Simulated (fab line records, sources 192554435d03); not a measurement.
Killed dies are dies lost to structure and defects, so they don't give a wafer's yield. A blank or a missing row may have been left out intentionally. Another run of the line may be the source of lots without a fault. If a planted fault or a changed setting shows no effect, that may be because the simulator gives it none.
Problem report, 8D (eight disciplines) form, completed by code / flow n5 finfet / the parts of the form that need people (team, actions taken, sign-off) are left out

## 1. WHAT IS WRONG
At N5_BEOL_M0_SAQP_COAT_81, spin speed rpm averages 1454.3 rpm over 6 wafers from 2 lots, while fault-free wafers read 1500.0 rpm, standard deviation 0.98. That puts it -47 standard deviations away from the usual mean.
The step: time 60 s, resist thk 100 nm.
First observed at day 7 08:58: wafer L183.1, on litho track-05. At this step, 27 wafers from 9 lots have a number in the record. Rule for "out" (also "out of limits"): further than 4 standard deviations from the usual mean. The rest of the wafers with a number are treated as sound.

## 2. WHAT IT IS, AND WHAT IT ISN'T
question=which readings at this step | is=spin speed rpm | is not=-
question=which lots | is=L183, L185 | is not=L175, L180, L190, L195, L196, L197, L198
question=which wafers of those lots | is=all that have a number | is not=-
question=read on which tools | is=litho track-05 | is not=litho track-02, litho track-04
question=when | is=from day 7 08:58 | is not=up to then (6 sound wafers); but 15 sound wafers of L190, L195, L196, L197, L198 came after

## 3. WHAT RULES OUT EACH SUSPECT
Counting: a tool at a process step up to the reading stays a suspect if it ran every lot that is out and no sound lot after the first of them.
- litho track-05 at N5_BEOL_M0_SAQP_COAT_81 (time 60 s, resist thk 100 nm): ruled out as a lasting fault. The sound lots L197 went through it after L183, its earliest lot that is out (day 7 08:58).
Left after counting: nothing in the record.

## 4. THE CAUSE (what the simulator had put in)
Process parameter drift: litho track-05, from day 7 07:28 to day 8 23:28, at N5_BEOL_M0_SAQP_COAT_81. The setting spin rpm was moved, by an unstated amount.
Counting ruled it out, wrongly.

## 5. THE EFFECT CHAIN, in route order
One row per reading whose mean, taken over the struck wafers that have a number, lies over 3 standard deviations from the usual. Only readings for which the record gives a usual standard deviation are gone through. hours: the time from each lot's start at the first step in this table that gives one to its start at this step, as a median over the lots. sigmas: the change in usual standard deviations.
hours=0; step=N5_BEOL_M0_SAQP_COAT_81; reading=spin speed rpm; usual=1500.0 rpm; on struck wafers=1454.3; change=-45.7; sigmas=-47
The process steps in it:
- N5_BEOL_M0_SAQP_COAT_81: time 60 s, resist thk 100 nm.
At these later measuring or inspecting steps, every struck wafer for which the step has a row has a number for every such reading, and none has moved that far: N5_BEOL_M4_RC_MEAS_101.

## 6. HOW IT WOULD HAVE BEEN CAUGHT EARLIER
In this record the first reading out of limits was taken at day 7 08:58, 1 hour after the fault began at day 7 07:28.
